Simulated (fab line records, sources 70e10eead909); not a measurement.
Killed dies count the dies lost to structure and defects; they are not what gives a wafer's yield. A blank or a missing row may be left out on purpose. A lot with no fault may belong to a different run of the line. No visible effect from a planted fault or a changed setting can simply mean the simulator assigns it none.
fab line records    flow nandHarc    part 2 of 2: steps 20 to 32 of 32
[record] lots = 5  wafers = 15  lastDay = 23
route steps=1159 shown P_GATE@139
lots that met no fault: taken from a fault-free run of the same line
startH: hours from the record's opening day to when the first of the lot's shown wafers began    waitH: hours since the lot's step before    " identical to the entry in the row above    L1.1+2: a row that stands for several wafers    - either no value or no given start    * or withheld: withheld    < > ~ a bound
route shown NAME@n: a module of which the file shows steps, and the number in the route of the first    usual: the fault-free wafers' mean and standard deviation    same: alike in all rows    chamber/n: place in a boat    sites: the reading at each site    _std_site: their standard deviation    _edge_site: mean of outer sites minus mean of inner sites    radiusMm: how far each site lies from the wafer's centre    mask NAME#n: copy n    behind: the tool/chamber that last shaped the wafer    hold: why the lot went on hold/how many hours it stayed there/how the hold came to an end    device: the transistor (n, p or np) that didn't switch    end of line: at the end of the route, the tests of the same wafers    where a step has no rows: the recipe by itself    killed: count of dies lost to structure and defects at first sort (not the wafer's yield)    map: shows each die of a wafer: x if killed, . if not, _ if none is there
set.NAME: the setting that was run; set.NAME@STEP: the one run at that earlier step    model.NAME: the simulator's own value behind a step, which no gauge read
certain route steps with their lots: each step a table, each wafer a row
services: the hour from which a tool's chamber was out of use, counted from the record's first day as startH (under 0 if before that day), plus the number of hours and why
[[steps]]
[step NHARC_P_GATE_PRECLEAN_97]
[recipe] timeS = 600  tempC = 120  chemistry = SPM
[usual] bathHeatDutyPct = 14.0/1.5
lot.wafer  tool         chamber  startH  waitH  bathHeatDutyPct
L077.4     wetBench-05  5        119.08  -      15.0
L077.1     "            7        "       "      13.8
L077.6     "            2        "       "      15.2
L078.2     wetBench-05  0        119.59  -      11.6
L078.3     "            2        "       "      14.8
L078.4     "            3        "       "      15.7
L080.3     wetBench-03  6        138.26  -      15.3
L080.6     "            0        "       "      14.2
L080.4     "            1        "       "      14.7
L087.1     wetBench-09  6        179.42  -      13.7
L087.2     "            1        "       "      11.5
L087.4     "            3        "       "      12.1
L092.6     wetBench-09  4        208.92  -      14.6
L092.3     "            5        "       "      14.3
L092.5     "            6        "       "      14.7
[step NHARC_P_GATE_SRD_98]
lot.wafer   tool         chamber  startH  waitH
L077.4+1+6  wetBench-05  5,7,2    -       -
L078.2+3+4  wetBench-05  0,2,3    -       -
L080.3+6+4  wetBench-03  6,0,1    -       -
L087.1+2+4  wetBench-09  6,1,3    -       -
L092.6+3+5  wetBench-09  4,5,6    -       -
[step NHARC_P_GATE_PRECLEAN_99]
[recipe] timeS = *  tempC = 50  bathAgeMin = 0  chemistry = SC1
[usual] bathHeatDutyPct = 7.5/0.91
lot.wafer  tool         chamber  startH  waitH  bathHeatDutyPct
L077.4     wetBench-05  5        -       -      8.6
L077.1     "            7        "       "      8.0
L077.6     "            2        "       "      7.5
L078.2     wetBench-05  0        -       -      5.2
L078.3     "            2        "       "      7.6
L078.4     "            3        "       "      9.4
L080.3     wetBench-03  6        -       -      7.3
L080.6     "            0        "       "      8.2
L080.4     "            1        "       "      7.4
L087.1     wetBench-09  6        -       -      6.4
L087.2     "            1        "       "      6.9
L087.4     "            3        "       "      6.8
L092.6     wetBench-09  4        -       -      8.3
L092.3     "            5        "       "      7.2
L092.5     "            6        "       "      7.2
[step NHARC_P_GATE_SRD_100]
lot.wafer   tool         chamber  startH  waitH
L077.4+1+6  wetBench-05  5,7,2    -       -
L078.2+3+4  wetBench-05  0,2,3    -       -
L080.3+6+4  wetBench-03  6,0,1    -       -
L087.1+2+4  wetBench-09  6,1,3    -       -
L092.6+3+5  wetBench-09  4,5,6    -       -
[step NHARC_P_GATE_DEHYDRATE_38]
[recipe] tempC = 150  timeS = 120
[usual] chillPlateTempC = 23.03/0.11
lot.wafer  tool           chamber  startH  waitH  chillPlateTempC
L077.1     lithoTrack-05  0        119.48  -      23.00
L077.4     "              0        "       "      22.86
L077.6     "              0        "       "      22.81
L078.2     lithoTrack-02  0        119.99  -      23.16
L078.3     "              0        "       "      22.97
L078.4     "              0        "       "      23.05
L080.3     lithoTrack-05  0        138.65  -      23.02
L080.4     "              0        "       "      23.10
L080.6     "              0        "       "      23.08
L087.1     lithoTrack-02  0        179.82  -      23.04
L087.2     "              0        "       "      23.17
L087.4     "              0        "       "      22.95
L092.3     lithoTrack-03  0        209.31  -      23.05
L092.5     "              0        "       "      23.08
L092.6     "              0        "       "      23.16
[step NHARC_P_GATE_HMDS_39]
[recipe] timeS = 30
[usual] chillPlateTempC = 22.98/0.12
lot.wafer  tool           chamber  startH  waitH  chillPlateTempC
L077.1     lithoTrack-05  0        -       -      23.10
L077.4     "              0        "       "      23.16
L077.6     "              0        "       "      23.05
L078.2     lithoTrack-02  0        -       -      22.92
L078.3     "              0        "       "      23.02
L078.4     "              0        "       "      23.02
L080.3     lithoTrack-05  0        -       -      22.95
L080.4     "              0        "       "      23.12
L080.6     "              0        "       "      23.05
L087.1     lithoTrack-02  0        -       -      23.10
L087.2     "              0        "       "      22.95
L087.4     "              0        "       "      23.17
L092.3     lithoTrack-03  0        -       -      22.89
L092.5     "              0        "       "      23.16
L092.6     "              0        "       "      23.09
[step NHARC_P_GATE_COAT_40]
[recipe] spinRpm = 3000
[usual] chillPlateTempC = 23.00/0.093
lot.wafer  tool           chamber  startH  waitH  chillPlateTempC
L077.1     lithoTrack-05  0        -       -      23.08
L077.4     "              0        "       "      22.87
L077.6     "              0        "       "      22.79
L078.2     lithoTrack-02  0        -       -      22.91
L078.3     "              0        "       "      22.87
L078.4     "              0        "       "      23.00
L080.3     lithoTrack-05  0        -       -      22.93
L080.4     "              0        "       "      22.99
L080.6     "              0        "       "      22.89
L087.1     lithoTrack-02  0        -       -      22.92
L087.2     "              0        "       "      23.13
L087.4     "              0        "       "      23.02
L092.3     lithoTrack-03  0        -       -      22.97
L092.5     "              0        "       "      23.06
L092.6     "              0        "       "      22.75
[step NHARC_P_GATE_SOFTBAKE_41]
[recipe] tempC = 122  timeS = 95
[usual] chillPlateTempC = 23.02/0.11
lot.wafer  tool           chamber  startH  waitH  chillPlateTempC
L077.1     lithoTrack-05  0        -       -      23.01
L077.4     "              0        "       "      23.10
L077.6     "              0        "       "      23.09
L078.2     lithoTrack-02  0        -       -      23.07
L078.3     "              0        "       "      23.11
L078.4     "              0        "       "      23.08
L080.3     lithoTrack-05  0        -       -      23.03
L080.4     "              0        "       "      23.22
L080.6     "              0        "       "      23.17
L087.1     lithoTrack-02  0        -       -      23.00
L087.2     "              0        "       "      22.91
L087.4     "              0        "       "      23.04
L092.3     lithoTrack-03  0        -       -      23.13
L092.5     "              0        "       "      22.93
L092.6     "              0        "       "      22.80
[step NHARC_P_GATE_EBR_42]
[usual] chillPlateTempC = 22.99/0.093
lot.wafer  tool           chamber  startH  waitH  chillPlateTempC
L077.1     lithoTrack-05  0        -       -      22.91
L077.4     "              0        "       "      22.96
L077.6     "              0        "       "      23.04
L078.2     lithoTrack-02  0        -       -      23.00
L078.3     "              0        "       "      23.15
L078.4     "              0        "       "      23.04
L080.3     lithoTrack-05  0        -       -      22.90
L080.4     "              0        "       "      23.12
L080.6     "              0        "       "      23.08
L087.1     lithoTrack-02  0        -       -      22.95
L087.2     "              0        "       "      23.06
L087.4     "              0        "       "      23.02
L092.3     lithoTrack-03  0        -       -      22.98
L092.5     "              0        "       "      22.95
L092.6     "              0        "       "      23.07
[step NHARC_P_GATE_EXPOSE_43]
[recipe] na = 0.6  targetCdNm = 720  doseMj = 14.81  maskId = P_NSD
lot.wafer   tool           chamber  startH  waitH  mask
L077.1+4+6  krfScanner-01  0        119.75  -      P_NSD#0
L078.2+3+4  krfScanner-02  0        120.26  -      P_NSD#0
L080.3+4+6  krfScanner-01  0        138.93  -      P_NSD#0
L087.1+2+4  krfScanner-04  0        180.09  -      P_NSD#0
L092.3+5+6  krfScanner-01  0        209.47  -      P_NSD#0
[step NHARC_P_GATE_PEB_44]
[recipe] pebTempC = 118  pebTimeS = 85
[usual] chillPlateTempC = 22.99/0.096
lot.wafer  tool           chamber  startH  waitH  chillPlateTempC
L077.1     lithoTrack-05  0        119.81  0.1    23.08
L077.4     "              0        "       "      23.13
L077.6     "              0        "       "      23.05
L078.2     lithoTrack-03  0        120.33  0.1    22.98
L078.3     "              0        "       "      23.03
L078.4     "              0        "       "      23.05
L080.3     lithoTrack-02  0        138.99  0.1    22.96
L080.4     "              0        "       "      22.98
L080.6     "              0        "       "      23.07
L087.1     lithoTrack-02  0        180.16  0.1    23.10
L087.2     "              0        "       "      22.93
L087.4     "              0        "       "      22.92
L092.3     lithoTrack-02  0        209.52  0.1    23.13
L092.5     "              0        "       "      22.89
L092.6     "              0        "       "      23.07
[step NHARC_P_GATE_DEVELOP_45]
[recipe] timeS = 70
[usual] chillPlateTempC = 23.02/0.099
lot.wafer  tool           chamber  startH  waitH  chillPlateTempC
L077.1     lithoTrack-05  0        -       -      23.11
L077.4     "              0        "       "      22.96
L077.6     "              0        "       "      22.81
L078.2     lithoTrack-03  0        -       -      23.04
L078.3     "              0        "       "      22.83
L078.4     "              0        "       "      23.06
L080.3     lithoTrack-02  0        -       -      22.92
L080.4     "              0        "       "      22.83
L080.6     "              0        "       "      22.84
L087.1     lithoTrack-02  0        -       -      23.24
L087.2     "              0        "       "      23.20
L087.4     "              0        "       "      23.18
L092.3     lithoTrack-02  0        -       -      23.00
L092.5     "              0        "       "      23.00
L092.6     "              0        "       "      22.93
[step NHARC_P_GATE_CD_MEAS_46]
[recipe] targetCdNm = 720  landingEnergyEv = 500
[usual] cdNm = 719.0/1.7
lot.wafer  tool      chamber  startH  waitH  cdNm
L077.1     cdSem-01  0        119.90  -      721.0
L077.4     "         0        "       "      718.9
L077.6     "         0        "       "      719.9
L078.2     cdSem-03  0        120.42  -      720.9
L078.3     "         0        "       "      719.2
L078.4     "         0        "       "      720.7
L080.3     cdSem-03  0        139.08  -      716.9
L080.4     "         0        "       "      719.1
L080.6     "         0        "       "      717.6
L087.1     cdSem-03  0        180.26  -      719.1
L087.2     "         0        "       "      721.3
L087.4     "         0        "       "      720.1
L092.3     cdSem-03  0        209.62  -      718.3
L092.5     "         0        "       "      715.7
L092.6     "         0        "       "      718.3
[[services]]
tool           chamber  startH  hours  kind
krfScanner-01  -        88.62   4.0    pm
rieDiel-13     -        99.04   9.0    pm
rieSi-05       -        107.57  1.4    repair
wetBench-09    -        112.80  8.0    pm
lithoTrack-06  -        117.00  7.0    pm
rieSi-06       3        117.08  20.7   repair
krfScanner-04  -        126.00  4.0    pm
krfScanner-01  -        132.11  1.1    repair
rieDiel-10     3        135.29  5.7    repair
lithoTrack-04  -        141.00  7.0    pm
wetBench-03    -        146.40  8.0    pm
rieDiel-12     1        151.90  5.1    repair
rieDiel-13     1        153.99  7.6    repair
rieSi-03       -        155.00  9.0    pm
rieDiel-12     -        157.18  0.4    repair
wetBench-03    -        158.30  6.4    repair
krfScanner-01  -        164.14  0.3    repair
lithoTrack-02  -        165.00  7.0    pm
krfScanner-01  -        167.30  0.5    repair
rieSi-03       3        172.77  6.6    repair
rieDiel-10     -        177.11  9.0    pm
aldSin-02      0        193.73  6.2    repair
wetBench-05    -        196.80  8.0    pm
rieDiel-12     -        202.40  9.0    pm
